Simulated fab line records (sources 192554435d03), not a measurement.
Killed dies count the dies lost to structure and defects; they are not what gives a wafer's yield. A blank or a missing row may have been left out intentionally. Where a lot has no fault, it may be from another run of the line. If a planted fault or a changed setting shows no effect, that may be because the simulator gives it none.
Chamber matching -- flow n5_finfet -- N5_BEOL_M0_SAQP_CUT_ETCH_46 on rie_diel-06: 4 sister chambers
The step etches SOC in N2/H2, target depth 135 nm, overetch 27 nm, time 202.5 s. 22 wafers are shown with their chamber, then 11 later ones without.

## WAFERS, EACH WITH ITS CHAMBER
wafer,chamber,drypump_motor_current_A (A),showerhead_plenum_p_Torr (Torr),rf_vpp_V (V)
L075.1,0,5.6,2.63,527
L075.3,2,4.8,2.40,520
L075.5,2,4.8,2.40,520
L076.2,1,5.6,2.38,518
L076.3,0,5.6,2.63,527
L076.5,0,5.6,2.63,526
L077.3,1,5.5,2.38,520
L077.5,2,4.8,2.40,519
L077.6,1,5.5,2.38,518
L081.1,1,5.5,2.37,518
L081.3,3,6.1,2.50,523
L081.6,3,6.1,2.50,523
L082.2,0,5.6,2.63,524
L082.3,2,4.8,2.72,529
L082.5,1,5.6,2.37,519
L083.3,3,6.2,2.50,524
L083.4,0,5.6,2.62,526
L083.5,3,6.2,2.50,524
L084.1,2,4.8,2.71,528
L084.2,0,5.6,2.62,527
L084.4,3,6.2,2.50,523
L087.1,2,4.8,2.71,530

SIGNATURES (averages over the wafers above)
reading,chamber 0,chamber 1,chamber 2,chamber 3,scatter within a chamber
drypump_motor_current_A,5.600,5.540,4.800,6.160,0.0365
showerhead_plenum_p_Torr,2.6267,2.3760,2.5567,2.5000,0.0905
rf_vpp_V,526.17,518.60,524.33,523.40,2.83
Rule: for each reading, subtract the chamber's mean from the wafer's reading, divide by that reading's scatter and square the result; add these up over the readings and take the root, which gives the wafer's distance from the chamber. The wafer belongs to the nearest chamber; if the next one is less than 2 further off, it can't be placed. The scatter is the square root of a quotient: the sum, over the shown wafers, of each reading's squared deviation from its chamber's mean, divided by wafers minus chambers.

## WAFERS MISSING THEIR CHAMBER
wafer,drypump_motor_current_A (A),showerhead_plenum_p_Torr (Torr),rf_vpp_V (V)
L087.4,6.2,2.50,524
L087.5,5.5,2.37,518
L091.1,6.2,2.49,523
L091.3,4.8,2.71,528
L091.5,4.8,2.71,528
L092.1,5.6,2.62,527
L092.2,6.2,2.49,523
L092.6,6.2,2.49,523
L096.2,4.8,2.70,529
L096.3,5.6,2.61,526
L096.5,4.8,2.70,528

## CHAMBER TAKEN BY EACH
wafer,from the rows above,in truth
L087.4,3,3
L087.5,1,1
L091.1,3,3
L091.3,2,2
L091.5,2,2
L092.1,0,0
L092.2,3,3
L092.6,3,3
L096.2,2,2
L096.3,0,0
L096.5,2,2
Placed correctly: 11 of 11. Not placeable from these rows: 0. Number placed wrongly: 0.
